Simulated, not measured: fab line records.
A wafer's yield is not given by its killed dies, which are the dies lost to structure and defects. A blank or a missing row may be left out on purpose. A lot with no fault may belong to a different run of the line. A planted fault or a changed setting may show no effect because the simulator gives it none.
Split-lot study / flow n5 finfet / on a route of 1938 steps: 7 lots, 21 wafers read

ON THE SPLIT
At N5_BEOL_M7_PECVD_70 (deposits SiO2 from TEOS/O2, target thk 20 nm, time 22.7 s), the setting temp c was moved away from the recipe's 400 C on 5 of the 21 wafers read, by -1.2% to +3.4%. For the rest of the wafers, this setting stayed at what the recipe calls for.

FROM THE SPLIT TO THE READING: what the file shows between them, 9 steps
- N5_BEOL_M7_COAT_05: resist thk 90 nm (also split here: spin rpm)
- N5_BEOL_M7_EBR_07
- N5_BEOL_M7_SOFTBAKE_06: time 60 s
- N5_BEOL_M7_EXPOSE_08: exposes mask M7
- N5_BEOL_M7_PEB_09: peb time 60 s
- N5_BEOL_M7_DEVELOP_10: develop time 30 s
- N5_BEOL_M7_VIA_ETCH_34: etches SiCOH lowk in C4F6/O2, target depth 125.5 nm, time 50.5 s (also split here: source w)
- N5_BEOL_M7_ETCH_41: etches SiCN in CH3F/O2, target depth 31.9 nm, time 57.8 s (also split here: source w)
- N5_BEOL_M7_STRIP_80: strips in N2/H2, time 10 s

THE READING
SiO2_of_BEOL_M7_PECVD_70.thk nm (the simulator's own value, which no gauge read), in nm, at N5_BEOL_M7_HM_STRIP_39 (strips TiN in peroxide tin strip, target depth 25 nm, time 158 s). The file gives no usual value for it. Here, 16 wafers ran the recipe; their average is 19.8 nm with a standard deviation of 0.26 nm.

wafer=L074.4; tool, chamber at the split=pecvd-04, 0,2; temp c as run, C=400; against the recipe=recipe; SiO2_of_BEOL_M7_PECVD_70.thk nm, nm=20; against lot-mates on the recipe=-
wafer=L074.5; tool, chamber at the split=pecvd-04, 0,2; temp c as run, C=400; against the recipe=recipe; SiO2_of_BEOL_M7_PECVD_70.thk nm, nm=20; against lot-mates on the recipe=-
wafer=L074.6; tool, chamber at the split=pecvd-04, 1; temp c as run, C=404.9; against the recipe=+1.2%; SiO2_of_BEOL_M7_PECVD_70.thk nm, nm=19; against lot-mates on the recipe=-1.0
wafer=L081.1; tool, chamber at the split=pecvd-01, 0; temp c as run, C=400; against the recipe=recipe; SiO2_of_BEOL_M7_PECVD_70.thk nm, nm=19.4; against lot-mates on the recipe=-
wafer=L081.5; tool, chamber at the split=pecvd-01, 2,1; temp c as run, C=400; against the recipe=recipe; SiO2_of_BEOL_M7_PECVD_70.thk nm, nm=20; against lot-mates on the recipe=-
wafer=L081.6; tool, chamber at the split=pecvd-01, 2,1; temp c as run, C=400; against the recipe=recipe; SiO2_of_BEOL_M7_PECVD_70.thk nm, nm=20; against lot-mates on the recipe=-
wafer=L084.2; tool, chamber at the split=pecvd-04, 1; temp c as run, C=400; against the recipe=recipe; SiO2_of_BEOL_M7_PECVD_70.thk nm, nm=19.8; against lot-mates on the recipe=-
wafer=L084.4; tool, chamber at the split=pecvd-04, 0,1; temp c as run, C=400; against the recipe=recipe; SiO2_of_BEOL_M7_PECVD_70.thk nm, nm=20.2; against lot-mates on the recipe=-
wafer=L084.6; tool, chamber at the split=pecvd-04, 0,1; temp c as run, C=400; against the recipe=recipe; SiO2_of_BEOL_M7_PECVD_70.thk nm, nm=20.2; against lot-mates on the recipe=-
wafer=L086.2; tool, chamber at the split=pecvd-04, 1,2,1; temp c as run, C=400; against the recipe=recipe; SiO2_of_BEOL_M7_PECVD_70.thk nm, nm=19.4; against lot-mates on the recipe=-
wafer=L086.4; tool, chamber at the split=pecvd-04, 1,2,1; temp c as run, C=400; against the recipe=recipe; SiO2_of_BEOL_M7_PECVD_70.thk nm, nm=19.4; against lot-mates on the recipe=-
wafer=L086.3; tool, chamber at the split=pecvd-04, 1,2,1; temp c as run, C=400; against the recipe=recipe; SiO2_of_BEOL_M7_PECVD_70.thk nm, nm=19.6; against lot-mates on the recipe=-
wafer=L088.2; tool, chamber at the split=pecvd-04, 1; temp c as run, C=400; against the recipe=recipe; SiO2_of_BEOL_M7_PECVD_70.thk nm, nm=19.8; against lot-mates on the recipe=-
wafer=L088.4; tool, chamber at the split=pecvd-04, 0; temp c as run, C=400; against the recipe=recipe; SiO2_of_BEOL_M7_PECVD_70.thk nm, nm=20; against lot-mates on the recipe=-
wafer=L088.6; tool, chamber at the split=pecvd-04, 2; temp c as run, C=395; against the recipe=-1.2%; SiO2_of_BEOL_M7_PECVD_70.thk nm, nm=21; against lot-mates on the recipe=+1.1
wafer=L093.1; tool, chamber at the split=pecvd-04, 1,0; temp c as run, C=409.3; against the recipe=+2.3%; SiO2_of_BEOL_M7_PECVD_70.thk nm, nm=18.4; against lot-mates on the recipe=-1.4
wafer=L093.3; tool, chamber at the split=pecvd-04, 1,0; temp c as run, C=409.3; against the recipe=+2.3%; SiO2_of_BEOL_M7_PECVD_70.thk nm, nm=18.4; against lot-mates on the recipe=-1.4
wafer=L093.2; tool, chamber at the split=pecvd-04, 2; temp c as run, C=400; against the recipe=recipe; SiO2_of_BEOL_M7_PECVD_70.thk nm, nm=19.8; against lot-mates on the recipe=-
wafer=L094.2; tool, chamber at the split=pecvd-02, 2; temp c as run, C=400; against the recipe=recipe; SiO2_of_BEOL_M7_PECVD_70.thk nm, nm=19.8; against lot-mates on the recipe=-
wafer=L094.3; tool, chamber at the split=pecvd-02, 0; temp c as run, C=400; against the recipe=recipe; SiO2_of_BEOL_M7_PECVD_70.thk nm, nm=20; against lot-mates on the recipe=-
wafer=L094.4; tool, chamber at the split=pecvd-02, 2; temp c as run, C=413.7; against the recipe=+3.4%; SiO2_of_BEOL_M7_PECVD_70.thk nm, nm=18.2; against lot-mates on the recipe=-1.7
Where a row lists several chambers, the file gives one row for several wafers and doesn't say which wafer went through which chamber.

FIT RESULTS
A straight line over all 21 wafers: SiO2_of_BEOL_M7_PECVD_70.thk nm changes by -0.585 nm for each +1% of temp c; r = -0.92; the points scatter about the line by 0.27 nm.
The same after taking each lot's own level away (the mean of its wafers on the recipe; 21 wafers): -0.588 nm for each +1%; r = -0.96; scatter 0.19 nm.
On that fit, the largest move of temp c shifts the reading by 2 nm.
From 19.47 to 20.07 nm: that is the span of the lots' own levels, equal to 2.3 times the standard deviation above.
Consequently the slope shifts little with the lot-to-lot level, the two slopes agreeing.
Check: with one of the wafers moved furthest among these (+3.4%) left out of the fit, the line predicts -2.25 nm for it against its lot-mates. Against them it came out at -1.7 nm.

THE OTHER SPLITS THESE WAFERS WENT THROUGH
Note: prior to the reading, these wafers also went through further splits. Each is held against what the fit with the lots' levels taken away leaves over:
other split on the same wafers=N5_BEOL_M7_COAT_05 spin rpm; wafers away from the commonest value=3; r with SiO2_of_BEOL_M7_PECVD_70.thk nm (lot level and that fit taken away)=+0.30
other split on the same wafers=N5_BEOL_M7_VIA_ETCH_34 source w; wafers away from the commonest value=7; r with SiO2_of_BEOL_M7_PECVD_70.thk nm (lot level and that fit taken away)=+0.39
other split on the same wafers=N5_BEOL_M7_ETCH_41 source w; wafers away from the commonest value=6; r with SiO2_of_BEOL_M7_PECVD_70.thk nm (lot level and that fit taken away)=-0.03

THE WHOLE CHAIN: every reading that the file lists as answering this split, in the file's order
step=N5_BEOL_M7_PECVD_70; what it does=deposits SiO2 from TEOS/O2, target thk 20 nm, time 22.7 s; reading=SiO2_of_BEOL_M7_PECVD_70.thk nm (the simulator's own value, which no gauge read); change (the file's fit)=-0.612 nm for each +1% of the setting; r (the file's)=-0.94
step=N5_BEOL_M7_HM_STRIP_39; what it does=strips TiN in peroxide tin strip, target depth 25 nm, time 158 s; reading=SiO2_of_BEOL_M7_PECVD_70.thk nm (the simulator's own value, which no gauge read); change (the file's fit)=-0.578 nm for each +1% of the setting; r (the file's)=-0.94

FILE'S OWN FIT
SiO2_of_BEOL_M7_PECVD_70.thk nm changes by -0.578 nm for each +1% of temp c, r = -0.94.
